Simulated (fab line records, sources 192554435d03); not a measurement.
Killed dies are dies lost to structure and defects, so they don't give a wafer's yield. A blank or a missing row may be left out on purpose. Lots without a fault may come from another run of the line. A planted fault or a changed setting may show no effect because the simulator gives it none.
Which tool did it? | flow n5_finfet | 10 lots, 27 wafers sampled, at 4 steps of a route of 1938

WHAT THE GAUGES READ, wafer by wafer
N5_PASSIVATION_CD_MEAS_30: target cd 4000 nm.
lot  | measured     | on        | cd_nm (nm)
L453 | day 12 04:34 | cd_sem-02 | 4001.8 4001.5 4000.5
L455 | day 13 06:34 | cd_sem-03 | 4000.0 3999.6 4001.4
L459 | day 13 11:37 | cd_sem-03 | 3996.8 3997.4 3997.1
L460 | day 13 12:44 | cd_sem-03 | 3998.4 4000.8 3999.7
L466 | day 15 09:25 | cd_sem-02 | 4033.5 4034.1
L469 | day 15 21:10 | cd_sem-03 | 4035.5 4035.2
L467 | day 15 23:57 | cd_sem-02 | 4033.2 4033.7
L472 | day 16 06:58 | cd_sem-01 | 3998.1 3999.5 3999.7
L473 | day 16 21:19 | cd_sem-01 | 4001.8 3999.4 3999.3
L476 | day 18 08:42 | cd_sem-02 | 4002.5 3998.3 4001.1

N5_PASSIVATION_INSPECT_64: inspects for defects (macro).
lot  | measured     | on                | raw_defect_count
L453 | day 12 04:38 | defect_inspect-02 | 7 2 4
L455 | day 13 06:37 | defect_inspect-01 | 2 2 2
L459 | day 13 11:40 | defect_inspect-02 | 2 2 5
L460 | day 13 12:47 | defect_inspect-01 | 2 5 4
L466 | day 15 09:28 | defect_inspect-01 | 2 1
L469 | day 15 21:13 | defect_inspect-01 | 4 3
L467 | day 16 00:00 | defect_inspect-02 | 2 1
L472 | day 16 07:01 | defect_inspect-02 | 2 1 3
L473 | day 16 21:22 | defect_inspect-01 | 5 3 3
L476 | day 18 08:46 | defect_inspect-02 | 1 2 1

WHICH TOOL RAN EACH LOT (tool, then ch and the chambers of the sampled wafers, then the start)
lot  | N5_PASSIVATION_VIA_ETCH_13         | N5_PASSIVATION_EXPOSE_27
L453 | rie_diel-03 ch 0,2, day 12 02:31   | krf_scanner-02 ch 0, day 12 04:24
L455 | rie_diel-04 ch 0,1,2, day 13 04:07 | krf_scanner-01 ch 0, day 13 06:23
L459 | rie_diel-02 ch 2,3, day 13 09:51   | krf_scanner-02 ch 0, day 13 11:26
L460 | rie_diel-04 ch 1,2, day 13 11:16   | krf_scanner-02 ch 0, day 13 12:34
L466 | rie_diel-02 ch 0,3, day 15 08:06   | krf_scanner-02 ch 0, day 15 09:15
L469 | rie_diel-04 ch 1,2, day 15 19:42   | krf_scanner-02 ch 0, day 15 20:59
L467 | rie_diel-04 ch 2,3, day 15 22:32   | krf_scanner-02 ch 0, day 15 23:47
L472 | rie_diel-04 ch 1,2,3, day 16 05:01 | krf_scanner-01 ch 0, day 16 06:47
L473 | rie_diel-04 ch 0,1,3, day 16 19:59 | krf_scanner-01 ch 0, day 16 21:08
L476 | rie_diel-04 ch 0,3, day 18 07:29   | krf_scanner-01 ch 0, day 18 08:32
- N5_PASSIVATION_VIA_ETCH_13: etches SiO2 in CHF3/O2, target depth 660 nm, time 330 s.
- N5_PASSIVATION_EXPOSE_27: exposes mask PAD, defocus 0 nm.

WHAT THE TOOLS THEMSELVES READ (means of the sampled wafers that have a number; where no wafer has one, the mark that the record gives instead)
N5_PASSIVATION_VIA_ETCH_13.
lot  | tool        | CHF3_flow_sccm (sccm) | O2_flow_sccm (sccm) | chamber_pressure_mTorr (mTorr) | drypump_motor_current_A (A) | etch_rf_on_time_s (s) | oes_product_au (a.u.) | rf_vpp_V (V) | showerhead_plenum_p_Torr (Torr) | throttle_valve_pct (%)
L453 | rie_diel-03 | 49.95                 | 5.007               | 30.013                         | 6.2                         | 238                   | 0.65                  | 521          | 2.30                            | 18.96
L455 | rie_diel-04 | 50.12                 | 4.991               | 30.018                         | 5.8                         | 236                   | 0.69                  | 525          | 2.41                            | 18.96
L459 | rie_diel-02 | 50.06                 | 4.978               | 30.006                         | 5.5                         | 230                   | 0.80                  | 522          | 2.38                            | 18.39
L460 | rie_diel-04 | 49.96                 | 4.996               | 30.004                         | 5.8                         | 238                   | 0.76                  | 523          | 2.40                            | 18.81
L466 | rie_diel-02 | 49.95                 | 4.998               | 29.947                         | 6.0                         | 238                   | 0.71                  | 524          | 2.42                            | 18.80
L469 | rie_diel-04 | 49.95                 | 5.011               | 29.985                         | 5.9                         | 243                   | 0.71                  | 526          | 2.42                            | 18.84
L467 | rie_diel-04 | 50.05                 | 4.994               | 29.995                         | 5.8                         | 238                   | 0.81                  | 518          | 2.36                            | 18.77
L472 | rie_diel-04 | 50.04                 | 4.996               | 29.981                         | 5.9                         | 237                   | 0.75                  | 524          | 2.40                            | 18.81
L473 | rie_diel-04 | 50.01                 | 5.003               | 29.994                         | 5.9                         | 240                   | 0.77                  | 525          | 2.40                            | 18.83
L476 | rie_diel-04 | 49.96                 | 5.002               | 29.980                         | 5.7                         | 231                   | 0.83                  | 521          | 2.36                            | 18.80

N5_PASSIVATION_EXPOSE_27.
lot  | tool           | exposure_dose_mJ_cm2
L453 | krf_scanner-02 | 32.30
L455 | krf_scanner-01 | 32.30
L459 | krf_scanner-02 | 32.27
L460 | krf_scanner-02 | 32.33
L466 | krf_scanner-02 | 32.30
L469 | krf_scanner-02 | 32.28
L467 | krf_scanner-02 | 32.32
L472 | krf_scanner-01 | 32.33
L473 | krf_scanner-01 | 32.30
L476 | krf_scanner-01 | 32.27

THE ANSWER, worked out from the rows above alone
Rule: what is usual is taken from the lots themselves. Put in order of their means at a reading, lots are off if they are a third of the lots or fewer, leave a main group of 4 or more, and stand apart from it by a gap of 3 or more times the standard deviation of the main group's means; of several such gaps the widest counts. A main group whose means are all the same, to the digits that the tables above print for the reading, isn't used. A lot without any number at a reading at which 4 lots or more have one is off too. The other lots that the step has rows for count as sound. The gauges are gone through in route order, then the tools' own readings, and for those a lot's mean is taken as printed above. The first step at which some lot is off is used, and at that step the reading that is off furthest; a lot without a number counts as furthest.
Off: L466, L469, L467, at N5_PASSIVATION_CD_MEAS_30 (cd_nm). The main group: mean 3999.7 nm, standard deviation 1.3.
A tool fits if, at a process step before that reading, it ran every lot that is off, and no sound lot after the first of them. The gauges at N5_PASSIVATION_CD_MEAS_30 are tried like those tools. One fits: krf_scanner-02 at N5_PASSIVATION_EXPOSE_27. Its last sound lot is L460 (day 13 12:34), its first lot that is off L466 (day 15 09:15): a fault that began between those two fits.

WHAT THE SIMULATOR HAD PUT IN
Process parameter drift: krf_scanner-02, from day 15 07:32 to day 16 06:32, at N5_PASSIVATION_EXPOSE_27. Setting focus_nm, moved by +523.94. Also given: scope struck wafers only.
Lots struck among those shown: L466, L469, L467. The rule above found the same.
